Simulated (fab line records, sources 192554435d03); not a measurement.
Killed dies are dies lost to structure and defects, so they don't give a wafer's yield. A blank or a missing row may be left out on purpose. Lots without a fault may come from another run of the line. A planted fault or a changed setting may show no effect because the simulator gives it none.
Chamber matching | flow n5_finfet | N5_BEOL_M9_ETCH_76 on rie_diel-02: 4 sister chambers
The step etches underlayer in N2/H2, target depth 6.5 nm, time 5.2 s. 14 wafers are shown with their chamber, then 6 later ones without.

WAFERS WITH THEIR CHAMBER
wafer  | chamber | showerhead_plenum_p_Torr (Torr) | drypump_motor_current_A (A) | oes_product_au (a.u.)
L155.2 | 1       | 2.52                            | 6.4                         | 0.61
L155.5 | 3       | 2.68                            | 5.5                         | 0.73
L155.6 | 2       | 2.58                            | 6.4                         | 0.72
L157.2 | 3       | 2.68                            | 5.5                         | 0.73
L157.4 | 2       | 2.58                            | 6.4                         | 0.72
L157.5 | 3       | 2.68                            | 5.5                         | 0.73
L160.1 | 2       | 2.57                            | 6.3                         | 0.70
L160.3 | 3       | 2.68                            | 5.5                         | 0.73
L160.4 | 0       | 2.51                            | 6.3                         | 0.61
L161.3 | 2       | 2.57                            | 6.3                         | 0.71
L161.5 | 2       | 2.57                            | 6.4                         | 0.70
L161.6 | 1       | 2.52                            | 6.4                         | 0.60
L163.3 | 0       | 2.51                            | 6.3                         | 0.60
L163.5 | 0       | 2.51                            | 6.3                         | 0.60

SIGNATURES (means of the wafers above)
reading                  | chamber 0 | chamber 1 | chamber 2 | chamber 3 | scatter within a chamber
showerhead_plenum_p_Torr | 2.5100    | 2.5200    | 2.5740    | 2.6800    | 0.00346
drypump_motor_current_A  | 6.300     | 6.400     | 6.360     | 5.500     | 0.0346
oes_product_au           | 0.6033    | 0.6050    | 0.7100    | 0.7300    | 0.00719
Rule: a wafer's distance from a chamber is the root of the sum, over the readings, of the square of ((its reading less the chamber's mean) divided by the reading's scatter). The wafer belongs to the nearest chamber; if the next one is less than 2 further off, it can't be placed. The scatter: the root of (the sum of the squares of (reading less its chamber's mean) over the shown wafers, divided by (wafers less chambers)).

WAFERS WITHOUT THEIR CHAMBER
wafer  | showerhead_plenum_p_Torr (Torr) | drypump_motor_current_A (A) | oes_product_au (a.u.)
L164.2 | 2.68                            | 5.5                         | 0.70
L164.5 | 2.57                            | 6.4                         | 0.70
L164.6 | 2.51                            | 6.4                         | 0.59
L174.1 | 2.50                            | 6.3                         | 0.59
L174.4 | 2.56                            | 6.4                         | 0.66
L174.5 | 2.66                            | 5.5                         | 0.69

WHICH CHAMBER EACH WENT THROUGH
wafer  | from the rows above     | in truth
L164.2 | 3                       | 3
L164.5 | 2                       | 2
L164.6 | can't be placed: 0 or 1 | 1
L174.1 | 0                       | 0
L174.4 | 2                       | 2
L174.5 | 3                       | 3
Placed correctly: 5 of 6. Can't be placed from these rows: 1 (the true chamber is among the candidates in 1). Placed wrongly: 0.
